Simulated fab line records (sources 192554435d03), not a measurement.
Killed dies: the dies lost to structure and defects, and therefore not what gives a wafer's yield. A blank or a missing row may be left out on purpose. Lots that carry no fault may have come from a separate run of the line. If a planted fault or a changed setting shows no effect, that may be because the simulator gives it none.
Lot-split experiment    flow n5_finfet    39 wafers read across 7 lots, on a route 1938 steps long

SPLIT DETAILS
At N5_MOL_CONTACT_COAG_ALD_27 (deposits SiOC, target thk 17 nm, pulse time 1.5 s, time 2720 s), the setting ald_cycles was moved away from the recipe's 340 on 15 of the 39 wafers read, by -47.1% to +32.6%. The other wafers ran this setting at the recipe's value.

The reading comes from the split's own step.

THE READING
SiOC_of_MOL_CONTACT_COAG_ALD_27.thk_nm (the simulator's own value, which no gauge read), in nm, at N5_MOL_CONTACT_COAG_ALD_27 (deposits SiOC, target thk 17 nm, pulse time 1.5 s, time 2720 s). The file gives no usual value for it. Here, 24 wafers ran the recipe; their average is 17.0 nm with a standard deviation of 0.088 nm.

wafer   tool, chamber at the split  ald_cycles as run  against the recipe  SiOC_of_MOL_CONTACT_COAG_ALD_27.thk_nm, nm  against lot-mates on the recipe
L076.1  ald_sin-02, 3,1             411                +20.9%              20.6                                        +3.6
L076.2  ald_sin-02, 3,1             411                +20.9%              20.6                                        +3.6
L076.3  ald_sin-02, 2,0,2           340                recipe              17                                          -
L076.4  ald_sin-02, 2,0,2           340                recipe              17                                          -
L076.6  ald_sin-02, 2,0,2           340                recipe              17                                          -
L076.5  ald_sin-02, 3               411                +20.9%              20.4                                        +3.4
L080.1  ald_sin-04, 3,2,0           429                +26.2%              21.4                                        +4.4
L080.2  ald_sin-04, 3,2,0           429                +26.2%              21.4                                        +4.4
L080.4  ald_sin-04, 3,2,0           429                +26.2%              21.4                                        +4.4
L080.3  ald_sin-04, 1,3,2           340                recipe              17                                          -
L080.5  ald_sin-04, 1,3,2           340                recipe              17                                          -
L080.6  ald_sin-04, 1,3,2           340                recipe              17                                          -
L087.1  ald_sin-04, 2,3,0,2,3       340                recipe              17                                          -
L087.2  ald_sin-04, 2,3,0,2,3       340                recipe              17                                          -
L087.3  ald_sin-04, 2,3,0,2,3       340                recipe              17                                          -
L087.5  ald_sin-04, 2,3,0,2,3       340                recipe              17                                          -
L087.6  ald_sin-04, 2,3,0,2,3       340                recipe              17                                          -
L087.4  ald_sin-04, 1               340                recipe              16.8                                        -
L090.1  ald_sin-04, 2               340                recipe              17.2                                        -
L090.2  ald_sin-04, 3,2             260                -23.5%              13                                          -4.1
L090.4  ald_sin-04, 3,2             260                -23.5%              13                                          -4.1
L090.3  ald_sin-04, 0               260                -23.5%              13.2                                        -3.9
L090.5  ald_sin-04, 3,0             340                recipe              17                                          -
L090.6  ald_sin-04, 3,0             340                recipe              17                                          -
L091.1  ald_sin-02, 2               451                +32.6%              22.6                                        +5.5
L091.2  ald_sin-02, 1,2             340                recipe              17.2                                        -
L091.6  ald_sin-02, 1,2             340                recipe              17.2                                        -
L091.3  ald_sin-02, 3               340                recipe              17                                          -
L091.4  ald_sin-02, 0,1             451                +32.6%              22.8                                        +5.7
L091.5  ald_sin-02, 0,1             451                +32.6%              22.8                                        +5.7
L094.1  ald_sin-03, 1,0,1           340                recipe              17                                          -
L094.3  ald_sin-03, 1,0,1           340                recipe              17                                          -
L094.4  ald_sin-03, 1,0,1           340                recipe              17                                          -
L094.2  ald_sin-03, 2               180                -47.1%              9                                           -8.0
L094.5  ald_sin-03, 2               180                -47.1%              9.2                                         -7.8
L094.6  ald_sin-03, 0               180                -47.1%              8.8                                         -8.2
L097.3  ald_sin-02, 0               340                recipe              17.2                                        -
L097.5  ald_sin-02, 1,2             340                recipe              17                                          -
L097.6  ald_sin-02, 1,2             340                recipe              17                                          -
The file does not say which wafer passed through which chamber wherever a row lists several chambers: such a row stands for several wafers.

FIT RESULTS
A straight line over all 39 wafers: SiOC_of_MOL_CONTACT_COAG_ALD_27.thk_nm changes by +0.171 nm for each +1% of ald_cycles; r = +1.00; the points scatter about the line by 0.11 nm.
The same after taking each lot's own level away (the mean of its wafers on the recipe; 39 wafers): +0.17 nm for each +1%; r = +1.00; scatter 0.088 nm.
That fit puts the effect of the largest move of ald_cycles on the reading at 8 nm.
Across the lots, their own levels run from 16.97 to 17.13 nm, a range of 1.9 times the standard deviation given above.
Hence the lot-to-lot level has little effect on the slope; both slopes agree.
Check: -8 nm against its lot-mates is what the line predicts for one of the wafers moved furthest among these (-47.1%) when that wafer is left out of the fit. It came out at -8 nm against them.

THE OTHER SPLITS THESE WAFERS WENT THROUGH
Other splits were also applied to these wafers ahead of the reading. Each is held against what the fit with the lots' levels taken away leaves over:
other split on the same wafers        wafers away from the commonest value  r with SiOC_of_MOL_CONTACT_COAG_ALD_27.thk_nm (lot level and that fit taken away)
N5_SD_EPI_N_EPI_21 epi_growth_time_s  15                                    -0.05

THE FILE'S OWN FIT
SiOC_of_MOL_CONTACT_COAG_ALD_27.thk_nm changes by +0.17 nm for each +1% of ald_cycles, r = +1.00.
